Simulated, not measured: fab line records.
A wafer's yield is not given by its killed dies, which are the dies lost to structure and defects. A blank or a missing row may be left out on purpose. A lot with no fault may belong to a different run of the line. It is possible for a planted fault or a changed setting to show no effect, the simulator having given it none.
Matching of chambers    flow n5 finfet    N5_BEOL_M1_ETCHBACK_99 on rie diel-04 has 4 sister chambers
The step etches SiO2 in CHF3, target depth 5 nm, time 10.4 s. 16 wafers are shown with their chamber, then 8 later ones without.

## EACH WAFER AND ITS CHAMBER
wafer   chamber  drypump motor current A (A)  showerhead plenum p Torr (Torr)  rf vpp V (V)
L074.1  1        6.4                          2.18                             241
L074.2  2        5.3                          2.22                             244
L074.3  0        5.4                          2.08                             235
L074.4  3        5.4                          2.20                             243
L074.5  0        5.4                          2.08                             236
L074.6  3        5.4                          2.20                             243
L077.1  1        6.4                          2.18                             240
L077.3  3        5.4                          2.19                             243
L077.4  0        5.4                          2.08                             236
L084.3  0        5.4                          2.08                             236
L084.4  2        5.2                          2.21                             243
L084.5  0        5.4                          2.08                             233
L085.3  1        6.4                          2.17                             242
L085.5  2        5.2                          2.21                             245
L085.6  1        6.5                          2.17                             240
L087.2  1        6.5                          2.17                             241

SIGNATURES, as means of the wafers listed above
reading                   chamber 0  chamber 1  chamber 2  chamber 3  scatter within a chamber
drypump motor current A   5.400      6.440      5.233      5.400      0.0394
showerhead plenum p Torr  2.0800     2.1740     2.2133     2.1967     0.00459
rf vpp V                  235.20     240.80     244.00     243.00     0.983
Rule: distance of a wafer from a chamber = root of the sum over the readings of ((wafer's reading minus chamber's mean) / reading's scatter) squared. The wafer belongs to the nearest chamber; if the next one is less than 2 further off, it can't be placed. The scatter: take each reading less its chamber's mean, square it, sum over the shown wafers, divide by the number of wafers less the number of chambers, and take the root.

## WAFERS WHOSE CHAMBER IS MISSING
wafer   drypump motor current A (A)  showerhead plenum p Torr (Torr)  rf vpp V (V)
L087.3  5.3                          2.21                             245
L087.4  5.4                          2.07                             235
L088.3  5.4                          2.07                             235
L088.4  6.5                          2.17                             240
L088.6  5.4                          2.07                             235
L096.2  5.3                          2.20                             242
L096.3  5.4                          2.18                             243
L096.4  6.4                          2.17                             241

## EACH ONE'S CHAMBER
wafer   from the rows above      in truth
L087.3  2                        2
L087.4  0                        0
L088.3  0                        0
L088.4  1                        1
L088.6  0                        0
L096.2  can't be placed: 3 or 2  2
L096.3  3                        3
L096.4  1                        1
Correctly placed: 7 of 8. Can't be placed from these rows: 1 (the true chamber is among the candidates in 1). Placed wrongly: 0.
